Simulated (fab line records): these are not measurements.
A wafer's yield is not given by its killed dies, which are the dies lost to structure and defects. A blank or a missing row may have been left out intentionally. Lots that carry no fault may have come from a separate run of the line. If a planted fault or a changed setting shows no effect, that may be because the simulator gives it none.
fab line records	flow n5Finfet	part 1 of 2: steps 1 to 4 of 6
record lots=23	wafers=69	lastDay=19
route steps=1938 shown BEOL_M13@1700 BEOL_M14@1753 BEOL_M15@1787
lots untouched by any fault: they come from a run of this same line in which no faults occurred
startH: the number of hours between the record's first day and the start of the first shown wafer of the lot	waitH: time in hours since the lot's previous step	" same as the row above	L1.1+2: a single row standing in for several wafers	- no value, or no start was given	* or withheld: withheld	< > ~ a bound
route shown NAME@n: names a module that has steps shown in the file, with the first one's number in the route	usual: mean and standard deviation over wafers with no fault	same: alike in all rows	chamber/n: place in a boat	sites: readings site by site	_std_site: the values' standard deviation	_edge_site: outer sites' mean less inner sites'	radiusMm: how far each site lies from the wafer's centre	mask NAME#n: copy n	behind: the tool/chamber that last shaped the wafer	hold: why the lot was held/for how many hours/how that ended	device: transistor that didn't switch, given as n, p or np	end of line: the tests these same wafers got at the end of their route	where a step has no rows: the recipe by itself	killed: count of dies lost to structure and defects at first sort (not the wafer's yield)	map: dies across one wafer; x = killed, . = not, _ = none there
set.NAME: setting as actually run; set.NAME@STEP: the setting as run at that earlier step	model.NAME: the simulator's own value behind a step, which no gauge read
steps of the route over a sample of lots; a table a step, a row a wafer
services: a tool's chamber out of use, with start hour (startH, from the record's first day; less than 0 if before it), hours out, and reason
## steps
# step N5_BEOL_M13_ETCH_38
# recipe chemistry=CF4/N2	target=SiCN	targetDepthA=675	taperDeg=2	timeS=71.9	ionEnergyEv=150	maskMaterial=SiO2	pressureMtorr=40	sourceW=430	biasW=70	Ar_flow_sccm=100	cf4FlowSccm=60	n2FlowSccm=60
# usual drypumpMotorCurrentA=5.6/0.5	oesProductAu=0.81/0.11	rfVppV=382.5/2.1	showerheadPlenumPTorr=2.22/0.075	throttleValvePct=15.28/0.28
# same timeS=71.9
lot.wafer	tool	chamber	startH	waitH	drypumpMotorCurrentA	oesProductAu	rfHoursCounterH	rfVppV	showerheadPlenumPTorr	throttleValvePct
L074.2	rieDiel-02	2	267.39	-	5.5	0.70	217	384.5	2.26	15.31
L074.4	"	1	"	"	6.5	0.74	154	381.0	2.13	15.63
L074.6	"	2	"	"	5.6	0.70	-	386.0	2.26	15.33
L076.3	rieDiel-03	1	267.83	-	6.4	0.92	19	380.4	2.16	14.90
L076.4	"	3	"	"	5.2	0.80	79	383.6	2.24	15.26
L076.5	"	2	"	"	5.6	0.95	-	384.0	2.25	14.97
L075.2	rieDiel-05	2	268.05	-	5.6	0.98	9	386.7	2.35	15.14
L075.4	"	0	"	"	5.6	0.92	21	380.9	2.16	15.27
L075.5	"	2	"	"	5.6	0.97	-	385.4	2.35	15.14
L078.1	rieDiel-03	0	288.34	-	5.1	0.71	228	383.8	2.26	15.52
L078.4	"	2	"	"	5.6	0.92	10	384.7	2.25	14.98
L078.5	"	3	"	"	5.2	0.78	-	383.0	2.24	15.29
L077.1	rieDiel-05	0	293.96	-	5.6	0.89	30	382.0	2.15	15.29
L077.5	"	0	"	"	5.6	0.90	-	380.2	2.15	15.28
L077.6	"	3	"	"	5.0	0.96	-	383.6	2.25	15.05
L079.1	rieDiel-03	2	309.50	-	5.6	0.90	17	383.8	2.24	14.99
L079.2	"	3	"	"	5.2	0.78	91	382.8	2.24	15.31
L079.3	"	1	"	"	6.3	0.89	31	381.6	2.15	14.94
L080.1	rieDiel-05	0	316.74	-	5.5	0.89	34	381.0	2.15	15.31
L080.2	"	2	"	"	5.6	0.94	23	384.8	2.34	15.17
L080.4	"	1	"	"	5.4	0.83	94	383.5	2.32	15.27
L081.2	rieDiel-05	0	317.36	-	5.5	0.89	34	380.6	2.15	15.30
L081.3	"	1	"	"	5.4	0.82	94	385.6	2.32	15.27
L081.4	"	3	"	"	4.9	0.95	6	384.1	2.25	15.07
L082.3	rieDiel-02	0	326.10	-	5.0	0.94	15	383.3	2.26	14.83
L082.5	"	3	"	"	6.0	0.69	-	378.6	2.10	15.65
L082.6	"	0	"	"	5.0	0.94	-	384.5	2.26	14.82
L083.1	rieDiel-02	2	349.99	-	5.6	0.68	239	383.7	2.25	15.37
L083.3	"	3	"	"	6.0	0.68	243	380.2	2.10	15.64
L083.5	"	1	"	"	6.4	0.72	-	380.9	2.12	15.67
L084.3	rieDiel-02	2	367.78	-	5.6	0.67	246	384.0	2.25	15.39
L084.5	"	1	"	"	6.4	0.72	-	380.9	2.12	15.67
L084.6	"	2	"	"	5.6	0.68	-	383.8	2.25	15.38
L085.3	rieDiel-05	1	368.10	-	5.4	0.81	105	385.7	2.32	15.32
L085.4	"	3	"	"	5.0	0.92	16	383.3	2.24	15.07
L085.6	"	2	"	"	5.6	0.91	-	385.1	2.34	15.18
L088.1	rieDiel-02	3	368.21	-	6.0	0.68	250	379.4	2.09	15.66
L088.3	"	2	"	"	5.6	0.67	246	383.5	2.25	15.37
L088.6	"	3	"	"	6.0	0.68	-	378.8	2.09	15.67
L086.2	rieDiel-02	2	375.51	-	5.5	0.67	250	381.8	2.25	15.39
L086.3	"	1	"	"	6.4	0.70	187	378.9	2.11	15.69
L086.5	"	3	"	"	6.0	0.68	-	379.3	2.09	15.67
L087.1	rieDiel-03	3	382.82	-	5.2	0.76	118	380.9	2.23	15.35
L087.2	"	1	"	"	6.3	0.85	57	381.2	2.15	14.99
L087.5	"	3	"	"	5.2	0.76	-	381.9	2.23	15.36
L089.2	rieDiel-02	0	385.18	-	5.0	0.92	24	382.3	2.25	14.85
L089.3	"	1	"	"	6.4	0.71	191	379.9	2.11	15.71
L089.5	"	0	"	"	5.0	0.93	-	382.7	2.25	14.85
L092.3	rieDiel-02	1	385.98	-	6.4	0.70	192	379.9	2.11	15.71
L092.4	"	2	"	"	5.6	0.67	-	384.1	2.24	15.38
L092.5	"	0	"	"	5.0	0.91	-	385.3	2.25	14.85
L090.4	rieDiel-02	0	390.33	-	5.0	0.91	-	381.7	2.25	14.84
L090.5	"	1	"	"	6.4	0.70	-	380.2	2.11	15.72
L090.6	"	2	"	"	5.6	0.66	-	384.5	2.24	15.40
L091.2	rieDiel-03	2	395.48	-	5.7	0.86	39	383.4	2.24	15.02
L091.4	"	3	"	"	5.2	0.76	121	381.3	2.23	15.37
L091.6	"	1	"	"	6.4	0.83	-	379.9	2.14	15.01
L094.1	rieDiel-05	1	399.39	-	5.4	0.79	116	385.2	2.31	15.31
L094.2	"	2	"	"	5.6	0.89	44	385.5	2.33	15.23
L094.6	"	0	"	"	5.6	0.86	-	380.0	2.14	15.33
L093.1	rieDiel-02	1	399.64	-	6.4	0.71	200	379.6	2.11	15.72
L093.2	"	0	"	"	5.0	0.90	33	384.2	2.25	14.88
L093.6	"	1	"	"	6.4	0.71	-	379.5	2.11	15.73
L096.1	rieDiel-03	2	416.97	-	5.7	0.85	44	381.8	2.23	15.03
L096.2	"	3	"	"	5.2	0.75	128	384.1	2.22	15.38
L096.4	"	0	"	"	5.1	0.97	13	384.4	2.25	15.07
L095.2	rieDiel-05	2	418.11	-	5.6	0.89	50	385.5	2.33	15.24
L095.3	"	3	"	"	4.9	0.90	29	384.2	2.24	15.08
L095.6	"	1	"	"	5.4	0.80	-	383.4	2.31	15.32
# step N5_BEOL_M13_DEGAS_41
# recipe ambient=vacuum	tempC=250	timeS=60
# usual heaterPowerW=337/34	susceptorTempC=249.98/0.16
# same timeS=60
lot.wafer	tool	chamber	startH	waitH	heaterPowerW	susceptorTempC
L074.2	pvdSputter-03	-	267.83	0.3	295	249.83
L074.4	"	-	"	"	327	249.85
L074.6	"	-	"	"	323	250.13
L076.3	pvdSputter-03	-	268.15	0.2	314	249.97
L076.4	"	-	"	"	402	249.71
L076.5	"	-	"	"	318	250.29
L075.2	pvdSputter-03	-	268.47	0.3	324	249.85
L075.4	"	-	"	"	321	250.01
L075.5	"	-	"	"	330	250.05
L078.1	pvdSputter-02	-	288.74	0.2	379	250.08
L078.4	"	-	"	"	338	249.80
L078.5	"	-	"	"	382	249.84
L077.1	pvdSputter-01	-	294.36	0.2	328	250.12
L077.5	"	-	"	"	290	250.07
L077.6	"	-	"	"	349	250.14
L079.1	pvdSputter-01	-	310.18	0.5	345	249.83
L079.2	"	-	"	"	339	249.79
L079.3	"	-	"	"	340	249.97
L080.1	pvdSputter-03	-	317.45	0.5	293	250.36
L080.2	"	-	"	"	327	249.61
L080.4	"	-	"	"	325	249.79
L081.2	pvdSputter-03	-	317.91	0.4	324	250.05
L081.3	"	-	"	"	403	249.93
L081.4	"	-	"	"	332	250.12
L082.3	pvdSputter-03	-	326.73	0.5	403	250.08
L082.5	"	-	"	"	303	250.03
L082.6	"	-	"	"	413	249.64
L083.1	pvdSputter-03	-	350.42	0.2	329	249.77
L083.3	"	-	"	"	319	250.05
L083.5	"	-	"	"	323	249.90
L084.3	pvdSputter-03	-	368.37	0.4	294	249.85
L084.5	"	-	"	"	405	249.81
L084.6	"	-	"	"	331	249.86
L085.3	pvdSputter-02	-	368.50	0.2	336	250.13
L085.4	"	-	"	"	317	250.33
L085.6	"	-	"	"	319	250.16
L088.1	pvdSputter-01	-	368.85	0.5	344	249.64
L088.3	"	-	"	"	324	249.74
L088.6	"	-	"	"	347	249.89
L086.2	pvdSputter-01	-	378.05	2.4	291	249.92
L086.3	"	-	"	"	325	249.89
L086.5	"	-	"	"	326	249.91
L087.1	pvdSputter-03	-	383.54	0.5	400	250.07
L087.2	"	-	"	"	324	250.22
L087.5	"	-	"	"	325	250.03
L089.2	pvdSputter-03	-	385.56	0.2	301	249.96
L089.3	"	-	"	"	334	249.96
L089.5	"	-	"	"	408	250.02
L092.3	pvdSputter-01	-	388.21	2.1	338	249.99
L092.4	"	-	"	"	339	249.58
L092.5	"	-	"	"	350	250.19
L090.4	pvdSputter-02	-	390.48	0.0	331	250.17
L090.5	"	-	"	"	349	249.84
L090.6	"	-	"	"	332	249.97
L091.2	pvdSputter-03	-	397.36	1.7	401	249.90
L091.4	"	-	"	"	323	250.01
L091.6	"	-	"	"	320	250.27
L094.1	pvdSputter-02	-	399.79	0.2	382	249.99
L094.2	"	-	"	"	339	249.79
L094.6	"	-	"	"	351	250.16
L093.1	pvdSputter-02	-	400.31	0.5	317	249.80
L093.2	"	-	"	"	379	250.09
L093.6	"	-	"	"	315	249.84
L096.1	pvdSputter-02	-	417.60	0.5	364	249.95
L096.2	"	-	"	"	383	250.04
L096.4	"	-	"	"	314	250.10
L095.2	pvdSputter-01	-	418.82	0.5	330	249.78
L095.3	"	-	"	"	345	250.12
L095.6	"	-	"	"	288	249.94
# step N5_BEOL_M13_DEP_53
# recipe material=SiCN	targetThkA=500	tempC=withheld	precursor=3MS/NH3	pressureTorr=3	rfW=675	timeS=17.8
# usual chamberPressureTorr=2.999/0.0066	showerheadPlenumPTorr=4.151/0.02	throttleValvePct=17.8/0.8
# same timeS=17.8
lot.wafer	tool	chamber	startH	waitH	chamberPressureTorr	showerheadPlenumPTorr	throttleValvePct
L074.2	pecvd-02	1	269.02	0.0	2.989	4.153	18.1
L074.4	"	2	"	"	2.999	4.132	16.6
L074.6	"	0	"	"	2.999	4.187	19.4
L076.3	pecvd-02	0	269.33	0.0	2.994	4.179	19.3
L076.4	"	2	"	"	2.995	4.143	16.3
L076.5	"	0	"	"	2.994	4.207	19.4
L075.2	pecvd-03	0	269.65	0.0	3.020	4.134	17.3
L075.4	"	1	"	"	2.998	4.146	17.2
L075.5	"	2	"	"	2.985	4.162	17.1
L078.1	pecvd-02	2	289.92	0.0	2.998	4.138	16.9
L078.4	"	1	"	"	3.006	4.143	18.0
L078.5	"	2	"	"	3.001	4.146	16.6
L077.1	pecvd-02	0	295.53	0.0	2.992	4.184	19.3
L077.5	"	0	"	"	2.988	4.184	19.2
L077.6	"	2	"	"	2.996	4.124	16.8
L079.1	pecvd-01	1	311.36	0.0	2.999	4.153	18.5
L079.2	"	2	"	"	2.995	4.184	17.0
L079.3	"	0	"	"	2.995	4.140	19.1
L080.1	pecvd-03	1	318.62	0.0	2.997	4.129	17.4
L080.2	"	0	"	"	2.996	4.129	17.5
L080.4	"	0	"	"	2.997	4.136	17.7
L081.2	pecvd-03	1	319.55	0.0	3.008	4.133	17.2
L081.3	"	2	"	"	2.995	4.161	17.4
L081.4	"	0	"	"	3.001	4.133	17.7
L082.3	pecvd-01	2	329.32	0.0	2.981	4.184	17.5
L082.5	"	1	"	"	3.003	4.152	18.5
L082.6	"	2	"	"	2.993	4.177	17.2
L083.1	pecvd-03	0	352.41	0.0	3.020	4.129	17.8
L083.3	"	2	"	"	2.992	4.157	17.4
L083.5	"	2	"	"	2.991	4.157	17.4
L084.3	pecvd-03	1	369.61	0.0	3.000	4.134	17.2
L084.5	"	0	"	"	3.013	4.141	17.5
L084.6	"	1	"	"	3.007	4.134	17.3
L085.3	pecvd-03	1	370.22	0.0	3.005	4.137	17.6
L085.4	"	0	"	"	2.995	4.139	17.6
L085.6	"	1	"	"	3.007	4.138	17.4
L088.1	pecvd-01	2	370.76	0.0	3.009	4.172	17.1
L088.3	"	1	"	"	3.001	4.145	18.7
L088.6	"	2	"	"	2.995	4.182	17.6
L086.2	pecvd-02	2	379.25	0.0	2.989	4.142	16.8
L086.3	"	1	"	"	2.992	4.134	18.3
L086.5	"	0	"	"	3.000	4.186	19.3
L087.1	pecvd-03	2	384.71	0.0	2.995	4.157	17.6
L087.2	"	0	"	"	3.007	4.137	17.6
L087.5	"	2	"	"	3.001	4.147	17.3
L089.2	pecvd-02	0	387.00	0.1	3.007	4.198	19.4
L089.3	"	0	"	"	3.010	4.193	19.3
L089.5	"	0	"	"	3.003	4.194	19.1
L092.3	pecvd-01	1	389.38	0.0	2.993	4.145	18.4
L092.4	"	2	"	"	2.996	4.165	16.9
L092.5	"	0	"	"	3.001	4.138	18.4
L090.4	pecvd-03	0	391.67	0.0	3.007	4.135	17.6
L090.5	"	2	"	"	3.002	4.164	17.4
L090.6	"	1	"	"	2.997	4.135	17.6
L091.2	pecvd-01	1	398.53	0.0	2.995	4.144	18.5
L091.4	"	0	"	"	3.001	4.136	18.7
L091.6	"	2	"	"	2.998	4.185	17.1
L094.1	pecvd-03	0	401.39	0.0	3.009	4.139	17.7
L094.2	"	1	"	"	3.001	4.133	17.7
L094.6	"	2	"	"	3.001	4.147	17.3
L093.1	pecvd-03	0	401.65	0.0	3.004	4.147	17.8
L093.2	"	1	"	"	3.001	4.137	17.5
L093.6	"	0	"	"	3.016	4.143	17.9
L096.1	pecvd-02	1	418.78	0.0	3.006	4.151	16.7
L096.2	"	2	"	"	2.997	4.140	16.9
L096.4	"	1	"	"	2.991	4.132	16.6
L095.2	pecvd-03	2	420.50	0.0	2.994	4.152	17.5
L095.3	"	0	"	"	2.991	4.154	17.7
L095.6	"	0	"	"	2.994	4.138	17.6
# step N5_BEOL_M14_TRENCH_ETCH_34
# recipe chemistry=C4F8/O2/Ar	target=SiO2	targetDepthA=5566.5	maskMaterial=SOC	heInnerTorr=15	heOuterTorr=30	timeS=126.9	ionEnergyEv=800	pressureMtorr=20	sourceW=1905	biasW=2040	Ar_flow_sccm=400	C4F8_flow_sccm=16	O2_flow_sccm=12
# usual O2_flow_sccm=12.00/0.034	drypumpMotorCurrentA=5.7/0.37	oes_ar_750_au=0.82/0.071	oesProductAu=0.82/0.075	rfVppV=2224/46	showerheadPlenumPTorr=3.50/0.08	throttleValvePct=30.7/0.33
# same timeS=126.9
lot.wafer	tool	chamber	startH	waitH	O2_flow_sccm	drypumpMotorCurrentA	oes_ar_750_au	oesProductAu	rfHoursCounterH	rfVppV	showerheadPlenumPTorr	throttleValvePct
L074.2	rieDiel-06	0	271.17	0.0	11.96	5.2	0.86	0.88	36	2270	3.47	30.0
L074.4	"	1	"	"	12.00	5.6	0.79	0.78	114	2242	3.45	31.1
L074.6	"	3	"	"	11.96	5.0	0.69	0.68	-	2207	3.27	30.7
L076.3	rieDiel-04	3	271.48	0.0	11.99	5.5	0.84	0.85	41	2322	3.50	30.5
L076.4	"	2	"	"	12.04	5.9	0.70	0.69	232	2240	3.40	31.0
L076.5	"	2	"	"	12.03	5.9	0.70	0.69	-	2241	3.40	31.0
L075.2	rieDiel-01	0	271.91	0.0	11.97	5.9	0.83	0.84	53	2226	3.65	30.6
L075.4	"	2	"	"	11.96	6.0	0.78	0.77	96	2187	3.57	30.3
L075.5	"	1	"	"	11.99	5.3	0.71	0.71	-	2226	3.53	31.1
L078.1	rieDiel-01	3	292.13	0.0	11.99	5.2	0.84	0.85	67	2160	3.49	30.8
L078.4	"	1	"	"	12.00	5.3	0.71	0.69	244	2224	3.53	31.1
L078.5	"	0	"	"	11.98	5.9	0.82	0.82	-	2226	3.65	30.6
L077.1	rieDiel-01	0	297.68	0.0	12.06	5.9	0.83	0.82	61	2226	3.65	30.6
L077.5	"	0	"	"	12.05	5.9	0.82	0.84	-	2226	3.65	30.6
L077.6	"	3	"	"	11.98	5.3	0.84	0.86	-	2161	3.49	30.7
L079.1	rieDiel-01	0	313.51	0.0	12.07	5.9	0.82	0.82	67	2226	3.64	30.6
L079.2	"	2	"	"	11.97	5.9	0.77	0.76	110	2187	3.56	30.3
L079.3	"	3	"	"	11.94	5.2	0.84	0.85	75	2159	3.49	30.8
L080.1	rieDiel-04	2	320.95	0.0	12.02	6.0	0.69	0.68	246	2239	3.40	31.0
L080.2	"	0	"	"	12.04	6.1	0.85	0.87	71	2250	3.47	30.4
L080.4	"	1	"	"	12.03	6.2	0.71	0.71	241	2217	3.55	31.4
L081.2	rieDiel-04	2	321.76	0.0	11.95	6.0	0.69	0.68	247	2240	3.40	31.0
L081.3	"	0	"	"	11.95	6.1	0.85	0.86	71	2250	3.48	30.4
L081.4	"	1	"	"	12.03	6.2	0.71	0.70	242	2216	3.55	31.4
L082.3	rieDiel-01	2	331.47	0.0	12.01	5.9	0.76	0.76	118	2186	3.56	30.4
L082.5	"	0	"	"	12.05	5.9	0.81	0.82	-	2226	3.64	30.7
L082.6	"	2	"	"	11.94	5.9	0.76	0.76	-	2185	3.56	30.4
L083.1	rieDiel-01	0	354.62	0.0	12.00	5.9	0.80	0.79	82	2223	3.64	30.6
L083.3	"	2	"	"	12.00	5.9	0.76	0.74	126	2184	3.55	30.3
L083.5	"	3	"	"	12.05	5.3	0.82	0.83	-	2158	3.48	30.8
L084.3	rieDiel-01	0	371.67	0.0	12.00	5.9	0.79	0.80	85	2225	3.63	30.7
L084.5	"	1	"	"	11.98	5.3	0.95	0.96	-	2223	3.52	30.8
L084.6	"	0	"	"	11.96	5.9	0.79	0.80	-	2223	3.63	30.6
L085.3	rieDiel-01	3	372.37	0.0	12.01	5.2	0.82	0.81	97	2158	3.48	30.8
L085.4	"	2	"	"	12.01	5.9	0.76	0.73	132	2187	3.55	30.3
L085.6	"	1	"	"	12.02	5.3	0.95	0.96	-	2224	3.52	30.8
L088.1	rieDiel-04	2	372.90	0.0	11.98	5.9	0.92	0.93	7	2240	3.39	30.8
L088.3	"	0	"	"	12.03	6.1	0.83	0.84	91	2249	3.46	30.4
L088.6	"	3	"	"	12.02	5.5	0.80	0.81	-	2320	3.48	30.5
L086.2	rieDiel-04	2	381.40	0.0	12.02	6.0	0.91	0.91	10	2240	3.39	30.8
L086.3	"	0	"	"	11.94	6.1	0.83	0.82	95	2249	3.46	30.4
L086.5	"	2	"	"	12.02	5.9	0.91	0.91	-	2239	3.39	30.8
L087.1	rieDiel-06	0	387.19	0.0	11.98	5.2	0.81	0.82	77	2268	3.45	30.1
L087.2	"	2	"	"	11.99	5.6	0.85	0.84	64	2142	3.48	30.6
L087.5	"	0	"	"	11.91	5.2	0.81	0.81	-	2268	3.44	30.1
L089.2	rieDiel-04	3	389.46	0.0	12.03	5.5	0.79	0.79	84	2320	3.48	30.5
L089.3	"	2	"	"	11.97	6.0	0.90	0.90	13	2237	3.39	30.8
L089.5	"	1	"	"	11.99	6.3	0.98	0.97	-	2214	3.54	31.3
L092.3	rieDiel-04	2	391.64	0.0	11.92	6.0	0.90	0.92	14	2239	3.39	30.8
L092.4	"	1	"	"	12.01	6.2	0.96	0.98	5	2215	3.54	31.3
L092.5	"	2	"	"	11.98	5.9	0.90	0.90	-	2239	3.39	30.8
L090.4	rieDiel-06	1	393.80	0.0	12.02	5.5	0.75	0.75	151	2240	3.43	31.1
L090.5	"	3	"	"	11.95	4.9	0.88	0.87	-	2242	3.65	30.7
L090.6	"	2	"	"	12.02	5.6	0.85	0.84	-	2143	3.48	30.5
L091.2	rieDiel-06	3	400.70	0.0	11.95	5.0	0.87	0.88	30	2243	3.64	30.7
L091.4	"	1	"	"	12.00	5.6	0.75	0.74	154	2240	3.43	31.1
L091.6	"	0	"	"	12.02	5.2	0.80	0.82	-	2268	3.44	30.1
L094.1	rieDiel-06	3	403.54	0.0	11.99	4.9	0.87	0.87	31	2242	3.64	30.6
L094.2	"	1	"	"	11.98	5.6	0.75	0.74	155	2240	3.43	31.1
L094.6	"	2	"	"	12.03	5.6	0.85	0.83	-	2142	3.48	30.5
L093.1	rieDiel-04	2	403.96	0.0	12.00	5.9	0.89	0.90	18	2236	3.38	30.8
L093.2	"	0	"	"	12.03	6.1	0.82	0.82	102	2248	3.46	30.4
L093.6	"	0	"	"	12.02	6.1	0.82	0.82	-	2248	3.46	30.4
L096.1	rieDiel-01	0	421.36	0.0	11.95	5.9	0.78	0.78	103	2222	3.63	30.7
L096.2	"	3	"	"	12.00	5.2	0.80	0.79	117	2157	3.47	30.8
L096.4	"	1	"	"	12.05	5.3	0.91	0.92	30	2223	3.51	30.8
L095.2	rieDiel-06	1	422.79	0.0	12.01	5.6	0.75	0.74	161	2241	3.42	31.1
L095.3	"	2	"	"	12.04	5.6	0.84	0.83	77	2143	3.47	30.6
L095.6	"	2	"	"	12.01	5.6	0.83	0.83	-	2141	3.47	30.6
